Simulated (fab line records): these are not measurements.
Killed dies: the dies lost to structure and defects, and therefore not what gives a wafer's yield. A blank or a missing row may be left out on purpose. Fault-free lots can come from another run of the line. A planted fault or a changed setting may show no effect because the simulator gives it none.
fab line records	flow n5-finfet
record: lots: 5	wafers: 15	last-day: 16
route steps=1938 shown BEOL_M7@1308 BEOL_M8@1332 PASSIVATION@1936
lots with no fault: from the same line, run without faults
start-h: hours from the record's opening day to when the first of the lot's shown wafers began	wait-h: hours from the lot's prior step to this one	" the same as in the row above	L1.1+2: one row covering several wafers at once	- value missing, or start not given	* or withheld: withheld	< > ~ a bound
route shown NAME@n: NAME is a module with steps in the file, n the number in the route of the first one	usual: average and standard deviation across the fault-free wafers	same: alike in all rows	chamber/n: place in a boat	sites: each site's reading	_std_site: the standard deviation of these	_edge_site: the outer-site mean with the inner-site mean subtracted	radius-mm: how far each site lies from the wafer's centre	mask NAME#n: copy n	behind: the last tool/chamber to shape the wafer	hold: the reason the lot was held/the length of the hold in hours/how it ended	device: names the non-switching transistor (n, p or np)	end of line: tests run on the same wafers once the route is complete	for a step that has no rows: nothing shown but its recipe	killed: the dies lost at the first sort to structure and to defects; this is not the yield of the wafer	map: a wafer's dies, x killed, . not, _ none there
set.NAME: the setting the step ran with; set.NAME@STEP: the setting that earlier step ran with	model.NAME: the simulator's own value behind a step, which no gauge read
lots at selected steps of the route; one table per step, one row per wafer
services: when a tool's chamber went out of use (start-h, in hours from the record's first day, below 0 if earlier), for how many hours, and the reason
== steps ==
step: N5_BEOL_M7_TRENCH_ETCH_37
recipe: chemistry: C4F6/O2	target-depth-a: 934.78	target: SiCOH_lowk	time-s: 31.2	ion-energy-ev: 250	pressure-mtorr: 30	source-w: 345	bias-w: 185	Ar_flow_sccm: 300	C4F6_flow_sccm: 10	O2_flow_sccm: 10
step: N5_BEOL_M7_ETCH_41
recipe: chemistry: CH3F/O2	target: SiCN	target-depth-a: 319	taper-deg: 2	time-s: 57.8	ion-energy-ev: 120	mask-material: TiN	pressure-mtorr: 30	source-w: 395	bias-w: 75	Ar_flow_sccm: 150	CH3F_flow_sccm: 30	O2_flow_sccm: 20
usual: bias-w: 75.01/0.22	drypump-motor-current-A: 5.6/0.45	oes-product-au: 0.83/0.073	rf-vpp-V: 297.7/1.8	showerhead-plenum-p-Torr: 2.02/0.079	throttle-valve-pct: 16.29/0.21
lot.wafer	tool	chamber	start-h	wait-h	bias-w	drypump-motor-current-A	oes-product-au	rf-hours-counter-h	rf-vpp-V	showerhead-plenum-p-Torr	throttle-valve-pct
L328.3	rie-diel-03	1	-	-	75.04	5.9	0.86	48	298.8	2.04	16.21
L328.5	"	1	"	"	75.04	5.9	0.87	-	297.8	2.04	16.20
L328.6	"	0	"	"	75.28	5.2	0.70	-	294.4	1.89	16.65
L337.2	rie-diel-04	2	-	-	74.83	5.8	0.67	249	298.1	2.05	16.61
L337.3	"	1	"	"	74.68	5.7	0.81	91	296.5	1.93	16.01
L337.4	"	1	"	"	74.74	5.7	0.81	-	296.3	1.93	16.01
L339.2	rie-diel-03	0	-	-	75.21	5.2	0.95	5	300.2	2.14	16.21
L339.4	"	1	"	"	74.82	5.9	0.83	68	298.1	2.03	16.24
L339.6	"	3	"	"	74.81	4.7	0.82	-	295.8	1.94	16.51
L347.1	rie-diel-04	0	-	-	75.09	5.7	0.90	22	300.0	2.04	16.16
L347.2	"	1	"	"	74.93	5.7	0.78	114	297.0	1.93	16.04
L347.6	"	2	"	"	75.02	5.8	0.93	-	298.5	2.05	16.16
L346.1	rie-diel-04	0	-	-	74.97	5.7	0.89	25	297.2	2.04	16.18
L346.4	"	3	"	"	75.08	6.5	0.69	249	295.5	1.89	16.52
L346.6	"	2	"	"	75.36	5.8	0.92	-	298.5	2.05	16.16
step: N5_BEOL_M7_STRIP_80
recipe: chemistry: N2/H2	time-s: 10	power-w: 450	temp-c: 40	pressure-mtorr: 20	rf-frequency-hz: 6e+07	bias-power-w: 7	n2-flow-sccm: 200	h2-flow-sccm: 200
step: N5_BEOL_M7_OCD_MEAS_38
usual: trench-depth-nm: 93.7/1.5
lot.wafer	tool	chamber	start-h	wait-h	trench-depth-nm
L328.3	ocd-02	-	201.17	-	92.5
L328.5	"	-	"	"	92.9
L328.6	"	-	"	"	93.0
L337.2	ocd-02	-	255.14	-	92.0
L337.3	"	-	"	"	93.8
L337.4	"	-	"	"	94.5
L339.2	ocd-01	-	255.22	-	96.3
L339.4	"	-	"	"	92.5
L339.6	"	-	"	"	92.8
L347.1	ocd-01	-	315.87	-	94.7
L347.2	"	-	"	"	93.2
L347.6	"	-	"	"	94.0
L346.1	ocd-02	-	322.49	-	94.5
L346.4	"	-	"	"	91.4
L346.6	"	-	"	"	93.8
step: N5_BEOL_M7_HM_STRIP_39
recipe: chemistry: peroxide-tin-strip	material: TiN	target-depth-a: 250	temp-c: 50	time-s: 158
step: N5_BEOL_M7_SRD_40
recipe: time-s: 30	temp-c: 23	rinse-liquid: diw	dry: ipa-marangoni
step: N5_BEOL_M7_PRECLEAN_42
recipe: chemistry: residue-remover	time-s: 60	temp-c: 40
step: N5_BEOL_M7_SRD_43
recipe: time-s: 30	temp-c: 23	rinse-liquid: diw	dry: ipa-marangoni
step: N5_BEOL_M7_CD_MEAS_35
recipe: target-cd-nm: 40	polarity: opening
usual: cd-nm: 39.9/0.46
lot.wafer	tool	chamber	start-h	wait-h	cd-nm
L328.3	cd-sem-01	-	201.32	0.0	40.2
L328.5	"	-	"	"	40.2
L328.6	"	-	"	"	39.3
L337.2	cd-sem-02	-	255.30	0.0	40.6
L337.3	"	-	"	"	39.2
L337.4	"	-	"	"	40.2
L339.2	cd-sem-01	-	255.37	0.0	40.0
L339.4	"	-	"	"	39.9
L339.6	"	-	"	"	40.1
L347.1	cd-sem-01	-	316.03	0.0	40.3
L347.2	"	-	"	"	39.9
L347.6	"	-	"	"	40.1
L346.1	cd-sem-03	-	322.64	0.0	40.5
L346.4	"	-	"	"	40.4
L346.6	"	-	"	"	40.5
step: N5_BEOL_M7_CURE_75
recipe: temp-c: 370	time-s: 120	ambient: DMADMS/He	material: SiCOH_lowk
step: N5_BEOL_M7_DEGAS_44
recipe: ambient: vacuum	temp-c: 250	time-s: 60
usual: heater-power-w: 331/34
lot.wafer	tool	chamber	start-h	wait-h	heater-power-w
L328.3	pvd-sputter-02	-	202.71	1.0	315
L328.5	"	-	"	"	297
L328.6	"	-	"	"	291
L337.2	pvd-sputter-03	-	256.54	1.1	352
L337.3	"	-	"	"	270
L337.4	"	-	"	"	332
L339.2	pvd-sputter-03	-	256.62	1.1	333
L339.4	"	-	"	"	346
L339.6	"	-	"	"	350
L347.1	pvd-sputter-01	-	318.04	1.9	392
L347.2	"	-	"	"	319
L347.6	"	-	"	"	317
L346.1	pvd-sputter-02	-	323.45	0.7	366
L346.4	"	-	"	"	288
L346.6	"	-	"	"	300
step: N5_BEOL_M7_PRE_CLEAN_45
recipe: gas: H2/He	time-s: 30	temp-c: 250
step: N5_BEOL_M7_ALD_77
recipe: material: TaN	target-thk-a: 20	temp-c: 275	ald-precursor-family: PDMAT	ald-co-reactant: NH3	pressure-torr: 3	carrier-flow-sccm: 1500	pulse-time-s: 2	purge-time-s: 3	co-reactant-purge-time-s: 2	co-reactant-pulse-time-s: 3	ald-cycles: 40	precursor-vessel-temp-c: 75	precursor-vessel-pressure-torr: 26.25	precursor-vessel-carrier-sccm: 1000
usual: heater-power-w: 432/47	precursor-vessel-carrier-sccm: 1000.1/2.8	precursor-vessel-temp-c: 75.01/0.12
same: co-reactant-purge-time-s: 2
lot.wafer	tool	chamber	start-h	wait-h	heater-power-w	precursor-vessel-carrier-sccm	precursor-vessel-temp-c
L328.3	ald-metal-01	3	203.04	0.3	425	998.4	75.17
L328.5	"	1	"	"	504	998.0	75.08
L328.6	"	2	"	"	354	1000.2	75.08
L337.2	ald-metal-02	3	256.66	0.1	451	996.2	74.80
L337.3	"	0	"	"	453	1000.3	75.20
L337.4	"	1	"	"	388	1001.9	74.89
L339.2	ald-metal-01	2	256.79	0.1	352	1000.5	75.02
L339.4	"	0	"	"	407	996.0	74.84
L339.6	"	3	"	"	409	994.9	74.72
L347.1	ald-metal-02	0	318.14	0.0	464	998.4	74.96
L347.2	"	2	"	"	452	1001.1	75.18
L347.6	"	2	"	"	451	999.3	75.06
L346.1	ald-metal-01	0	323.78	0.3	403	999.6	74.94
L346.4	"	2	"	"	349	1001.0	75.01
L346.6	"	2	"	"	357	999.3	74.93
step: N5_BEOL_M7_SURFACE_TREAT_79
recipe: gas: Ar	time-s: *	ion-energy-ev: *	ion-current-ma-cm2: 0.5	pressure-mtorr: *	ar-flow-sccm: 30
step: N5_BEOL_M7_CVD_78
recipe: material: Co	target-thk-a: 20	temp-c: withheld	precursor: CCTBA/H2	pressure-torr: 30	time-s: 142.3
step: N5_BEOL_M7_SPUTTER_48
recipe: material: Cu	target-thk-a: 100	temp-c: -20	bias-v: 60	power-w: 26000	chamber-pressure-pa: 0.13	time-s: 1.667
step: N5_BEOL_M7_ECD_50
recipe: material: Cu	target-thk-a: 3000
step: N5_BEOL_M7_ANNEAL_51
recipe: temp-c: 225	time-s: 90	ambient: N2
step: N5_BEOL_M7_CMP_52
recipe: stop-on: SiCOH_lowk	t-overpolish-s: 6.9	down-force-psi: 1	platen-rpm: 50	clearing-platen-down-force-psi: 1.5	clearing-platen-rpm: 50	post-cmp-clean: cu-alkaline	target-thk-nm: 80	clearing-platen-pad-velocity-m-s: 0.99484	pad-velocity-m-s: 0.99484
step: N5_BEOL_M7_THK_MEAS_53
recipe: thk-meas-gauge: xrf	reads: Cu_of_BEOL_M7_ECD_50
usual: M7_THK: 80.6/1.6
lot.wafer	tool	chamber	start-h	wait-h	M7_THK[nm]
L328.3	film-metro-02	-	204.81	-	81.5
L328.5	"	-	"	"	81.7
L328.6	"	-	"	"	80.8
L337.2	film-metro-01	-	258.08	-	78.3
L337.3	"	-	"	"	79.9
L337.4	"	-	"	"	81.3
L339.2	film-metro-01	-	258.30	-	81.5
L339.4	"	-	"	"	78.3
L339.6	"	-	"	"	78.5
L347.1	film-metro-01	-	319.53	-	82.2
L347.2	"	-	"	"	79.5
L347.6	"	-	"	"	81.1
L346.1	film-metro-01	-	325.66	-	81.7
L346.4	"	-	"	"	78.5
L346.6	"	-	"	"	81.9
step: N5_BEOL_M7_PRE_CLEAN_55
recipe: gas: NH3	time-s: 15	temp-c: withheld	rf-power-w: 300
step: N5_BEOL_M7_DEP_56
recipe: material: SiCN	target-thk-a: 100	temp-c: withheld	precursor: 3MS/NH3	pressure-torr: 3	rf-w: 202	time-s: 17.5
usual: showerhead-plenum-p-Torr: 3.665/0.012	throttle-valve-pct: 9.3/0.47
lot.wafer	tool	chamber	start-h	wait-h	showerhead-plenum-p-Torr	throttle-valve-pct
L328.3	pecvd-03	1	204.87	0.0	3.688	8.9
L328.5	"	2	"	"	3.643	8.7
L328.6	"	1	"	"	3.688	9.1
L337.2	pecvd-04	1	258.14	0.0	3.653	9.5
L337.3	"	2	"	"	3.680	8.5
L337.4	"	0	"	"	3.671	9.4
L339.2	pecvd-04	1	258.36	0.0	3.657	9.7
L339.4	"	0	"	"	3.674	9.2
L339.6	"	1	"	"	3.660	9.4
L347.1	pecvd-04	2	319.61	0.0	3.672	8.5
L347.2	"	1	"	"	3.655	9.3
L347.6	"	1	"	"	3.651	9.0
L346.1	pecvd-01	1	325.73	0.0	3.658	9.4
L346.4	"	2	"	"	3.673	8.8
L346.6	"	2	"	"	3.665	8.9
step: N5_BEOL_M7_RS_MEAS_57
recipe: thk-meas-gauge: four-point-probe	reads: Cu_of_BEOL_M7_ECD_50+Co_of_BEOL_M7_CVD_78+TaN_of_BEOL_M7_ALD_77
usual: M7_RS: 0.285/0.006
lot.wafer	tool	chamber	start-h	wait-h	M7_RS[ohm/sq]
L328.3	film-metro-01	-	204.94	0.1	0.280
L328.5	"	-	"	"	0.282
L328.6	"	-	"	"	0.284
L337.2	film-metro-01	-	258.21	0.1	0.294
L337.3	"	-	"	"	0.286
L337.4	"	-	"	"	0.279
L339.2	film-metro-01	-	258.43	0.1	0.278
L339.4	"	-	"	"	0.291
L339.6	"	-	"	"	0.292
L347.1	film-metro-02	-	319.70	0.1	0.278
L347.2	"	-	"	"	0.290
L347.6	"	-	"	"	0.283
L346.1	film-metro-02	-	325.82	0.1	0.282
L346.4	"	-	"	"	0.295
L346.6	"	-	"	"	0.284
step: N5_BEOL_M8_ILD_DEP_00
recipe: material: SiCOH_lowk	target-thk-a: 1797.5	temp-c: 300	precursor: DEMS/porogen	pressure-torr: 5	rf-w: 500	time-s: 33.4
step: N5_BEOL_M8_CURE_74
recipe: temp-c: 385	time-s: 240	ambient: He/Ar	material: SiCOH_lowk
step: N5_BEOL_M8_THK_MEAS_01
recipe: reads: SiCOH_lowk_of_BEOL_M8_ILD_DEP_00
usual: M8_ILD_THK: 155.0/1.8
lot.wafer	tool	chamber	start-h	wait-h	M8_ILD_THK[nm]
L328.3	film-metro-02	-	205.58	0.3	153.2
L328.5	"	-	"	"	157.2
L328.6	"	-	"	"	155.9
L337.2	film-metro-01	-	258.85	0.4	156.4
L337.3	"	-	"	"	153.8
L337.4	"	-	"	"	156.0
L339.2	film-metro-01	-	259.07	0.4	153.2
L339.4	"	-	"	"	154.2
L339.6	"	-	"	"	156.5
L347.1	film-metro-02	-	320.84	0.8	153.6
L347.2	"	-	"	"	154.3
L347.6	"	-	"	"	156.0
L346.1	film-metro-02	-	326.46	0.4	154.2
L346.4	"	-	"	"	155.9
L346.6	"	-	"	"	155.3
step: N5_BEOL_M8_PECVD_70
recipe: material: SiO2	target-thk-a: 200	temp-c: 400	precursor: TEOS/O2	pressure-torr: 5.5	rf-w: 450	teos-flow-sccm: 53.8	gas: O2	flow-sccm: 3000	time-s: 22.7
usual: heater-power-w: 737/98	showerhead-plenum-p-Torr: 8.78/0.047	throttle-valve-pct: 22.6/1.1
lot.wafer	tool	chamber	start-h	wait-h	heater-power-w	showerhead-plenum-p-Torr	throttle-valve-pct
L328.3	pecvd-04	2	205.62	0.0	855	8.82	20.9
L328.5	"	1	"	"	582	8.72	23.0
L328.6	"	0	"	"	813	8.81	22.9
L337.2	pecvd-01	2	258.88	0.0	603	8.79	21.7
L337.3	"	1	"	"	581	8.75	23.7
L337.4	"	1	"	"	601	8.71	23.7
L339.2	pecvd-02	1	259.11	0.0	523	8.74	21.4
L339.4	"	1	"	"	537	8.77	21.7
L339.6	"	2	"	"	747	8.84	21.1
L347.1	pecvd-02	0	320.88	0.0	839	8.84	22.8
L347.2	"	1	"	"	624	8.74	21.6
L347.6	"	0	"	"	830	8.81	22.7
L346.1	pecvd-02	1	326.49	0.0	578	8.73	21.7
L346.4	"	0	"	"	848	8.83	22.8
L346.6	"	1	"	"	558	8.73	21.5
step: N5_BEOL_M8_HM_DEP_02
recipe: material: TiN	target-thk-a: 200	temp-c: 25	chamber-pressure-pa: 0.49996
usual: throttle-valve-pct: 29.6/0.87
lot.wafer	tool	chamber	start-h	wait-h	throttle-valve-pct
L328.3	pvd-sputter-01	-	206.05	0.4	28.7
L328.5	"	-	"	"	28.7
L328.6	"	-	"	"	30.3
L337.2	pvd-sputter-01	-	260.81	1.9	30.0
L337.3	"	-	"	"	28.9
L337.4	"	-	"	"	30.3
L339.2	pvd-sputter-02	-	260.86	1.7	29.6
L339.4	"	-	"	"	30.9
L339.6	"	-	"	"	29.9
L347.1	pvd-sputter-02	-	323.23	2.3	29.9
L347.2	"	-	"	"	27.4
L347.6	"	-	"	"	30.0
L346.1	pvd-sputter-02	-	326.60	0.1	29.8
L346.4	"	-	"	"	30.4
L346.6	"	-	"	"	30.7
step: N5_BEOL_M8_COAT_59
recipe: resist: SOC	temp-c: 250	time-s: 60	spin-rpm: 1500	resist-thk-nm: 100
step: N5_BEOL_M8_COAT_60
recipe: resist: SiARC	temp-c: 220	time-s: 60	spin-rpm: 1500	resist-thk-nm: 35
step: N5_BEOL_M8_COAT_05
recipe: resist: CAR-ArF	spin-rpm: 1500	resist-thk-nm: 90
step: N5_BEOL_M8_EBR_07
recipe: solvent: PGMEA	ebr-width-mm: 1.5
step: N5_BEOL_M8_SOFTBAKE_06
recipe: temp-c: 110	time-s: 60	resist: CAR-ArF
step: N5_BEOL_M8_EXPOSE_08
recipe: mask-id: M8	na: 1.35	source-shape: dipole	sigma-inner: 0.817	sigma-outer: 0.97	polarization: te	dose-mj: 68.25
step: N5_BEOL_M8_PEB_09
recipe: peb-temp-c: withheld	peb-time-s: 60	resist: CAR-ArF
step: N5_BEOL_M8_DEVELOP_10
recipe: develop-time-s: 30	developer: TMAH	resist: CAR-ArF	rinse-liquid: diw	dry: air-spin	dev-temp-c: 23
step: N5_BEOL_M8_CD_MEAS_11
recipe: target-cd-nm: 38.5	landing-energy-ev: 500	detector: se-inlens	polarity: opening
usual: cd-nm: 38.4/0.41
lot.wafer	tool	chamber	start-h	wait-h	cd-nm
L328.3	cd-sem-03	0	206.55	-	37.8
L328.5	"	0	"	"	37.5
L328.6	"	0	"	"	38.2
L337.2	cd-sem-03	0	261.19	-	38.3
L337.3	"	0	"	"	38.5
L337.4	"	0	"	"	38.5
L339.2	cd-sem-01	0	261.23	-	38.2
L339.4	"	0	"	"	38.6
L339.6	"	0	"	"	38.3
L347.1	cd-sem-02	0	323.60	-	39.5
L347.2	"	0	"	"	38.1
L347.6	"	0	"	"	38.9
L346.1	cd-sem-03	0	327.10	-	39.0
L346.4	"	0	"	"	38.5
L346.6	"	0	"	"	38.9
step: N5_BEOL_M8_OVL_MEAS_12
recipe: points-per-wafer: 44
usual: M8_OVL: 0.2/0.82
lot.wafer	tool	chamber	start-h	wait-h	M8_OVL[nm]
L328.3	overlay-01	0	206.58	0.0	0.0
L328.5	"	0	"	"	-0.6
L328.6	"	0	"	"	-0.3
L337.2	overlay-02	0	261.22	0.0	1.4
L337.3	"	0	"	"	0.0
L337.4	"	0	"	"	0.7
L339.2	overlay-01	0	261.26	0.0	-0.8
L339.4	"	0	"	"	0.3
L339.6	"	0	"	"	-0.2
L347.1	overlay-01	0	323.63	0.0	0.2
L347.2	"	0	"	"	-1.2
L347.6	"	0	"	"	-1.1
L346.1	overlay-02	0	327.13	0.0	1.2
L346.4	"	0	"	"	0.1
L346.6	"	0	"	"	0.8
step: N5_BEOL_M8_DESCUM_16
recipe: chemistry: O2	time-s: 7.9	source-power-w: 50	bias-power-w: 20	pressure-mtorr: 20	rf-frequency-hz: 2.712e+07	temp-c: 40	resist: CAR-ArF	o2-flow-sccm: 225
step: N5_BEOL_M8_ETCH_61
recipe: chemistry: CF4	target: SiARC	target-depth-a: 455	mask-material: CAR-ArF	time-s: 75.8	ion-energy-ev: 80	pressure-mtorr: 40	source-w: 545	bias-w: 36	Ar_flow_sccm: 100	cf4-flow-sccm: 100	ends: cleared
step: N5_PASSIVATION_PROBE_49
usual: defect-limited-yield: 91.1/1.3	killed_at_M0_to_M3: 34/10	killed_at_M4_up: 14/5.7	killed-at-contacts: 12/5.9	killed-at-front-end: 41/12	killed-at-other: 4/3.1	killed-dies: 105/15	killed-on-rim: 14/4.2	killed-open: 69/11	killed-short: 35/7.8	sort_bin_5_function: 5.3/0.81	sort_bin_6_memory: 3.3/0.75	sort-n-pass: 1075/15	sort-yield-pct: 91.1/1.3
same: gross-dies: 1180	killed-at-back-side: 0	sort_bin_4_leakage[%]: 0	sort_bin_8_speed[%]: 0
lot.wafer	tool	chamber	start-h	wait-h	defect-limited-yield[%]	killed_at_M0_to_M3	killed_at_M4_up	killed-at-contacts	killed-at-front-end	killed-at-other	killed-dies	killed-on-rim	killed-open	killed-short	sort_bin_5_function[%]	sort_bin_6_memory[%]	sort-n-pass	sort-yield-pct[%]
L337.4	prober-02	-	336.92	0.2	81.0	29	147	15	31	2	224	8	51	41	11.0	4.2	956	81.0
killed by level:class
L337.4 BEOL_M7:unspecified=132 BEOL_M2:geometric-particle:open=14 MOL_CONTACT_COAG:geometric-particle:short=8 BEOL_M4:geometric-particle:open=8 MOL_CONTACT_COAG:geometric-particle:open=7 GATE_CUT:geometric-particle:short=6 DUMMY_GATE:geometric-particle:short=5 FIN_SAQP:geometric-particle:short=4
map L337.4 (x killed, . not)
_________________............________________
______________.................x_____________
___________........x.........x.....__________
__________...............x.........._________
________.........x...................._______
_______.......x..........x..x.....x....______
______..x.x.................x....x.....x_____
_____.....x.x................x..........x____
____...x........x.......x................x___
___......................x.x.xxx..x.x......__
___.........................xxxxxxxx.......__
__.......................xxxxxxxxxxxxx......_
__.............x...x....x..xxxxxxxxxxx......_
_.................x....xxxxxxxxxxxxxxx..xx...
_.....xx......x.x.........xxxxxxxxxxx.xxx.x..
_...................x...x.xxxxxxxxxxxx.x.....
_........x...............xxxxxxxxxxxxxx.x....
_.......................x.xxxxxxxxxxx........
_...x....................xxx..xxxxxxxxx....x.
_........................x.xxx.xxx.x.........
_.................x.x....x...x.xx.x..........
__.........x..........x.x...x.xx.......x..x._
__...xx...x......................x.........._
___............x.........x........x........__
___.........x....x....x...x...x.........x..__
____....x..........x......x....x.......x..___
_____....x......x.....x..................____
______..........x...x.......x....x.xx..._____
_______............x..............x....______
________x..x..x..x.x..x...x..........._______
__________....x....................._________
___________..xx....x...x..x........__________
______________..x..............._____________
_________________............________________
map L347.2 (x killed, . not)
_________________.x........x.________________
______________.......x.........._____________
___________...........x............__________
__________......x.x......x....x.x..._________
________..xx....xx....x..............._______
_______.....x..........x..x..x.........______
______.........x...............x.x......_____
_____..x......x..........x...............____
____..x......x.....x.........x....x..x....___
___.....x...........x....x......xx.x.......__
___..................x...x........x........__
__x..............x..x.......x....x.........._
__x.......x..............x.............x...._
_..............x.x.......x...x...............
_.........................x..x....x..........
_.x...........x...............x..............
_..........x....x.....................x......
_.........x........x...............x.........
_..x...........x..x........x..x........x...x.
_...x........x................x.............x
_......x.x.........x.....x...........x.......
__....x.x.......xx........x................._
__........x.......x.x.................xx...._
___.....x......x...x.x.....................__
___...........x..........x..x..............__
____.......x...x.....x......x........x....___
_____..xx.x..........x..............x....____
______.....x........x........x.........._____
_______x...xx..................xx......______
________.........x.........x.........._______
__________....xxx......x....xx......_________
___________.x...........x..........__________
______________.................x_____________
_________________....x.......________________
== services ==
tool	chamber	start-h	hours	kind
rie-diel-04	0	179.56	5.8	repair
rie-diel-04	3	185.77	45.5	repair
pecvd-02	1	199.43	5.5	scheduled-down
pecvd-02	-	201.61	23.4	repair
pecvd-04	1	220.00	2.1	scheduled-down
pvd-sputter-02	-	222.72	1.7	repair
rie-diel-04	-	226.56	15.6	pm
pecvd-01	-	240.01	0.7	repair
pecvd-04	2	241.44	2.1	scheduled-down
rie-diel-04	0	242.16	-	clean
rie-diel-04	0	242.16	-	consumable-replace:focus-ring
rie-diel-04	0	242.16	16.1	scheduled-down
rie-diel-04	0	242.16	16.1	vent-cycle
rie-diel-04	1	246.44	6.6	repair
rie-diel-04	2	248.61	3.7	repair
pecvd-03	-	255.30	4.5	repair
pecvd-02	-	256.26	0.7	repair
rie-diel-04	2	258.24	-	clean
pecvd-01	1	275.40	12.4	repair
rie-diel-03	3	282.13	10.9	repair
rie-diel-03	-	298.97	15.6	pm
pecvd-01	0	310.41	16.1	repair
pecvd-04	0	319.25	2.1	scheduled-down
rie-diel-04	1	326.25	8.7	repair
== key ==
first-sign: step: N5_PASSIVATION_PROBE_49	reading: killed_at_M4_up	direction: up	sigmas: 23	usual: 14	struck: 147
effect: step: N5_PASSIVATION_PROBE_49	reading: defect-limited-yield	direction: down	sigmas: 7.7	usual: 91.1	struck: 81.0
more-kills-born-at: N5_BEOL_M7_ALD_77@ald-metal-02: 132
met-at N5_BEOL_M7_ALD_77
struck-wafers L337.4
fault: kind: chamber-particle-source	tool: ald-metal-02	chamber: 1	onset-h: 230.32	steps: N5_BEOL_M7_ALD_77	rate-per-visit-cm2: 1.3033	end-h: 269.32
